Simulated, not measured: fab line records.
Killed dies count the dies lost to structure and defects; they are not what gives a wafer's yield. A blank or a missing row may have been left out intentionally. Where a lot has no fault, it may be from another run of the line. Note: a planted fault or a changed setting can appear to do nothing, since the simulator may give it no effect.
Matching of chambers ; flow nandHarc ; NHARC_P_M0_DEP_32 on pecvd-01: 3 sister chambers
The step deposits SiCN, target thk 30 nm. 18 wafers are shown with their chamber, then 9 later ones without.

== EACH WAFER AND ITS CHAMBER ==
wafer;chamber;heaterPowerW (W);rfFwdPowerW (W)
L075.2;0;640;449.2
L075.4;1;450;449.3
L075.5;2;605;449.7
L076.2;0;650;449.5
L076.5;0;664;447.0
L076.6;1;483;445.8
L080.3;0;683;445.0
L080.5;1;491;448.1
L080.6;0;697;451.5
L082.4;1;497;448.5
L082.5;0;565;448.9
L082.6;2;629;448.6
L085.3;1;491;450.4
L085.4;2;612;450.6
L085.5;0;667;448.3
L086.2;0;579;452.0
L086.5;1;487;448.3
L086.6;0;587;450.8

SIGNATURES (averages over the wafers above)
reading;chamber 0;chamber 1;chamber 2;scatter within a chamber
heaterPowerW;636.89;483.17;615.33;36.8
rfFwdPowerW;449.133;448.400;449.633;1.88
Rule: a wafer lies at a distance from a chamber equal to the root of the sum of squares, over the readings, of (its reading less the chamber's mean, divided by the reading's scatter). If the next closest chamber is less than 2 further off than the closest, the wafer can't be placed; otherwise it belongs to the closest. The scatter: take each reading less its chamber's mean, square it, sum over the shown wafers, divide by the number of wafers less the number of chambers, and take the root.

== WAFERS WITH NO CHAMBER GIVEN ==
wafer;heaterPowerW (W);rfFwdPowerW (W)
L089.3;444;448.6
L089.5;614;448.6
L089.6;602;451.1
L088.2;661;448.2
L088.4;658;448.8
L088.5;450;450.6
L096.1;560;448.9
L096.3;695;449.8
L096.6;694;447.6

== WHICH CHAMBER EACH ONE RAN IN ==
wafer;from the rows above;in truth
L089.3;1;1
L089.5;can't be placed: 2 or 0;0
L089.6;can't be placed: 2 or 0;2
L088.2;can't be placed: 0 or 2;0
L088.4;can't be placed: 0 or 2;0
L088.5;1;1
L096.1;can't be placed: 2 or 0 or 1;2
L096.3;can't be placed: 0 or 2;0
L096.6;can't be placed: 0 or 2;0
Placed correctly: 2 of 9. Not placeable from these rows: 7 (in 7, the candidates include the true chamber). Wrongly placed: 0.
